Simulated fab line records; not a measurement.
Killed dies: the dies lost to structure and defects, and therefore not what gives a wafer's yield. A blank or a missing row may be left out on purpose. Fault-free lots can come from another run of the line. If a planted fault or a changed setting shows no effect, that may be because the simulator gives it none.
Split-lot trial || flow n5Finfet || route with 1938 steps; 7 lots, 21 wafers read

THE SPLIT ITSELF
At N5_BEOL_M4_COAT_05 (resist thk 30 nm), the setting spinRpm was moved away from the recipe's 1500 rpm on 5 of the 21 wafers read, by -3.1% to +10.7%. All remaining wafers had this setting at the recipe value.

FROM THE SPLIT TO THE READING: what the file shows between them, 2 steps
- N5_BEOL_M4_EBR_07
- N5_BEOL_M4_SOFTBAKE_06: time 60 s

THE READING
CAR-EUV_of_BEOL_M4_COAT_05.thkNm (the simulator's own value, which no gauge read), in nm, at N5_BEOL_M4_DESCUM_16 (chemistry O2, time 7 s). No usual value for it is given in the file. The 16 wafers here that ran the recipe average 26.1 nm, standard deviation 0.093 nm.

{"wafer": "L077.2", "tool, chamber at the split": "lithoTrack-05, 0", "spinRpm as run, rpm": 1605, "against the recipe": "+7.0%", "CAR-EUV_of_BEOL_M4_COAT_05.thkNm, nm": 25.2, "against lot-mates on the recipe": -1.0}
{"wafer": "L077.4", "tool, chamber at the split": "lithoTrack-05, 0", "spinRpm as run, rpm": 1500, "against the recipe": "recipe", "CAR-EUV_of_BEOL_M4_COAT_05.thkNm, nm": 26.2, "against lot-mates on the recipe": "-"}
{"wafer": "L077.5", "tool, chamber at the split": "lithoTrack-05, 0", "spinRpm as run, rpm": 1500, "against the recipe": "recipe", "CAR-EUV_of_BEOL_M4_COAT_05.thkNm, nm": 26.2, "against lot-mates on the recipe": "-"}
{"wafer": "L079.1", "tool, chamber at the split": "lithoTrack-02, 0", "spinRpm as run, rpm": 1500, "against the recipe": "recipe", "CAR-EUV_of_BEOL_M4_COAT_05.thkNm, nm": 26, "against lot-mates on the recipe": "-"}
{"wafer": "L079.5", "tool, chamber at the split": "lithoTrack-02, 0", "spinRpm as run, rpm": 1500, "against the recipe": "recipe", "CAR-EUV_of_BEOL_M4_COAT_05.thkNm, nm": 26, "against lot-mates on the recipe": "-"}
{"wafer": "L079.6", "tool, chamber at the split": "lithoTrack-02, 0", "spinRpm as run, rpm": 1500, "against the recipe": "recipe", "CAR-EUV_of_BEOL_M4_COAT_05.thkNm, nm": 26, "against lot-mates on the recipe": "-"}
{"wafer": "L082.1", "tool, chamber at the split": "lithoTrack-03, 0", "spinRpm as run, rpm": 1500, "against the recipe": "recipe", "CAR-EUV_of_BEOL_M4_COAT_05.thkNm, nm": 26.2, "against lot-mates on the recipe": "-"}
{"wafer": "L082.2", "tool, chamber at the split": "lithoTrack-03, 0", "spinRpm as run, rpm": 1500, "against the recipe": "recipe", "CAR-EUV_of_BEOL_M4_COAT_05.thkNm, nm": 26.2, "against lot-mates on the recipe": "-"}
{"wafer": "L082.5", "tool, chamber at the split": "lithoTrack-03, 0", "spinRpm as run, rpm": 1500, "against the recipe": "recipe", "CAR-EUV_of_BEOL_M4_COAT_05.thkNm, nm": 26, "against lot-mates on the recipe": "-"}
{"wafer": "L085.1", "tool, chamber at the split": "lithoTrack-02, 0", "spinRpm as run, rpm": 1500, "against the recipe": "recipe", "CAR-EUV_of_BEOL_M4_COAT_05.thkNm, nm": 26, "against lot-mates on the recipe": "-"}
{"wafer": "L085.5", "tool, chamber at the split": "lithoTrack-02, 0", "spinRpm as run, rpm": 1500, "against the recipe": "recipe", "CAR-EUV_of_BEOL_M4_COAT_05.thkNm, nm": 26, "against lot-mates on the recipe": "-"}
{"wafer": "L085.6", "tool, chamber at the split": "lithoTrack-02, 0", "spinRpm as run, rpm": 1500, "against the recipe": "recipe", "CAR-EUV_of_BEOL_M4_COAT_05.thkNm, nm": 26, "against lot-mates on the recipe": "-"}
{"wafer": "L089.1", "tool, chamber at the split": "lithoTrack-05, 0", "spinRpm as run, rpm": 1500, "against the recipe": "recipe", "CAR-EUV_of_BEOL_M4_COAT_05.thkNm, nm": 26, "against lot-mates on the recipe": "-"}
{"wafer": "L089.2", "tool, chamber at the split": "lithoTrack-05, 0", "spinRpm as run, rpm": 1660, "against the recipe": "+10.7%", "CAR-EUV_of_BEOL_M4_COAT_05.thkNm, nm": 24.6, "against lot-mates on the recipe": -1.4}
{"wafer": "L089.6", "tool, chamber at the split": "lithoTrack-05, 0", "spinRpm as run, rpm": 1660, "against the recipe": "+10.7%", "CAR-EUV_of_BEOL_M4_COAT_05.thkNm, nm": 24.6, "against lot-mates on the recipe": -1.4}
{"wafer": "L093.4", "tool, chamber at the split": "lithoTrack-02, 0", "spinRpm as run, rpm": 1453, "against the recipe": "-3.1%", "CAR-EUV_of_BEOL_M4_COAT_05.thkNm, nm": 26.6, "against lot-mates on the recipe": "+0.6"}
{"wafer": "L093.6", "tool, chamber at the split": "lithoTrack-02, 0", "spinRpm as run, rpm": 1453, "against the recipe": "-3.1%", "CAR-EUV_of_BEOL_M4_COAT_05.thkNm, nm": 26.6, "against lot-mates on the recipe": "+0.6"}
{"wafer": "L093.5", "tool, chamber at the split": "lithoTrack-02, 0", "spinRpm as run, rpm": 1500, "against the recipe": "recipe", "CAR-EUV_of_BEOL_M4_COAT_05.thkNm, nm": 26, "against lot-mates on the recipe": "-"}
{"wafer": "L095.1", "tool, chamber at the split": "lithoTrack-05, 0", "spinRpm as run, rpm": 1500, "against the recipe": "recipe", "CAR-EUV_of_BEOL_M4_COAT_05.thkNm, nm": 26, "against lot-mates on the recipe": "-"}
{"wafer": "L095.4", "tool, chamber at the split": "lithoTrack-05, 0", "spinRpm as run, rpm": 1500, "against the recipe": "recipe", "CAR-EUV_of_BEOL_M4_COAT_05.thkNm, nm": 26, "against lot-mates on the recipe": "-"}
{"wafer": "L095.2", "tool, chamber at the split": "lithoTrack-05, 0", "spinRpm as run, rpm": 1500, "against the recipe": "recipe", "CAR-EUV_of_BEOL_M4_COAT_05.thkNm, nm": 26.2, "against lot-mates on the recipe": "-"}

THE FIT
A straight line over all 21 wafers: CAR-EUV_of_BEOL_M4_COAT_05.thkNm changes by -0.138 nm for each +1% of spinRpm; r = -0.98; the points scatter about the line by 0.093 nm.
The same after taking each lot's own level away (the mean of its wafers on the recipe; 21 wafers): -0.139 nm for each +1%; r = -0.99; scatter 0.077 nm.
According to that fit, moving spinRpm by its largest amount changes the reading by 1.5 nm.
The lots' own levels span 26.00 to 26.20 nm, that is 2.2 times the standard deviation above.
So the lot-to-lot level changes the slope little: the two slopes agree.
Check: -1.5 nm against its lot-mates is what the line predicts for one of the wafers moved furthest among these (+10.7%) when that wafer is left out of the fit. It came out at -1.4 nm against them.

THESE WAFERS: OTHER SPLITS
These wafers also went through other splits before the reading. Each is held against what the fit with the lots' levels taken away leaves over:
{"other split on the same wafers": "N5_BEOL_M3_COAT_76 spinRpm", "wafers away from the commonest value": 8, "r with CAR-EUV_of_BEOL_M4_COAT_05.thkNm (lot level and that fit taken away)": "+0.00"}
{"other split on the same wafers": "N5_BEOL_M3_TRENCH_ETCH_37 timeS", "wafers away from the commonest value": 7, "r with CAR-EUV_of_BEOL_M4_COAT_05.thkNm (lot level and that fit taken away)": -0.05}

THE WHOLE CHAIN: every reading that the file lists as answering this split, in the file's order
{"step": "N5_BEOL_M4_COAT_05", "what it does": "resist thk 30 nm", "reading": "CAR-EUV_of_BEOL_M4_COAT_05.thkNm (the simulator's own value, which no gauge read)", "change (the file's fit)": "-0.13 nm for each +1% of the setting", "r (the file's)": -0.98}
{"step": "N5_BEOL_M4_DESCUM_16", "what it does": "chemistry O2, time 7 s", "reading": "CAR-EUV_of_BEOL_M4_COAT_05.thkNm (the simulator's own value, which no gauge read)", "change (the file's fit)": "-0.138 nm for each +1% of the setting", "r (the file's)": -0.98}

THE FILE'S OWN FIT
CAR-EUV_of_BEOL_M4_COAT_05.thkNm changes by -0.138 nm for each +1% of spinRpm, r = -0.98.
